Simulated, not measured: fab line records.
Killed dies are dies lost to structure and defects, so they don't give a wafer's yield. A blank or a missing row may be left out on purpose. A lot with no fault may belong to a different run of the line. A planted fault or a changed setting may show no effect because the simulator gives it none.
Matching of chambers + flow n5Finfet + pecvd-01 running N5_GATE_CUT_HM_DEP_46: 3 sister chambers
The step deposits SiO2 from TEOS/O2, target thk 130 nm, time 26.6 s. 6 wafers are shown with their chamber, then 9 later ones without.

WAFERS, EACH WITH ITS CHAMBER
| wafer  | chamber | throttleValvePct (%) | heaterPowerW (W) |
|--------|---------|----------------------|------------------|
| L075.5 | 1       | 20.7                 | 743              |
| L075.6 | 2       | 18.6                 | 478              |
| L079.1 | 2       | 18.6                 | 574              |
| L081.2 | 0       | 17.8                 | 520              |
| L081.5 | 1       | 20.8                 | 624              |
| L081.6 | 0       | 17.7                 | 526              |

WAFERS WITHOUT THEIR CHAMBER
| wafer  | throttleValvePct (%) | heaterPowerW (W) |
|--------|----------------------|------------------|
| L091.1 | 17.5                 | 507              |
| L091.3 | 20.4                 | 652              |
| L091.6 | 20.5                 | 664              |
| L092.1 | 18.7                 | 525              |
| L092.2 | 20.5                 | 682              |
| L092.6 | 20.7                 | 691              |
| L095.4 | 17.8                 | 629              |
| L095.5 | 18.1                 | 627              |
| L095.6 | 20.7                 | 713              |

EACH ONE'S CHAMBER
| wafer  | from the rows above | in truth |
|--------|---------------------|----------|
| L091.1 | 0                   | 0        |
| L091.3 | 1                   | 1        |
| L091.6 | 1                   | 1        |
| L092.1 | 2                   | 2        |
| L092.2 | 1                   | 1        |
| L092.6 | 1                   | 1        |
| L095.4 | 0                   | 0        |
| L095.5 | 0                   | 0        |
| L095.6 | 1                   | 1        |
Correct placement for 9 of the 9. From these rows, 0 cannot be placed. Wrongly placed: 0.
How it was worked out, from the rows above alone: a wafer's distance from a chamber is the root of the sum, over the readings, of the square of ((its reading less the chamber's mean) divided by the reading's scatter). If the next closest chamber is less than 2 further off than the closest, the wafer can't be placed; otherwise it belongs to the closest. For every chamber, the mean is computed from those of its wafers that are shown. The scatter is the square root of a quotient: the sum, over the shown wafers, of each reading's squared deviation from its chamber's mean, divided by wafers minus chambers.
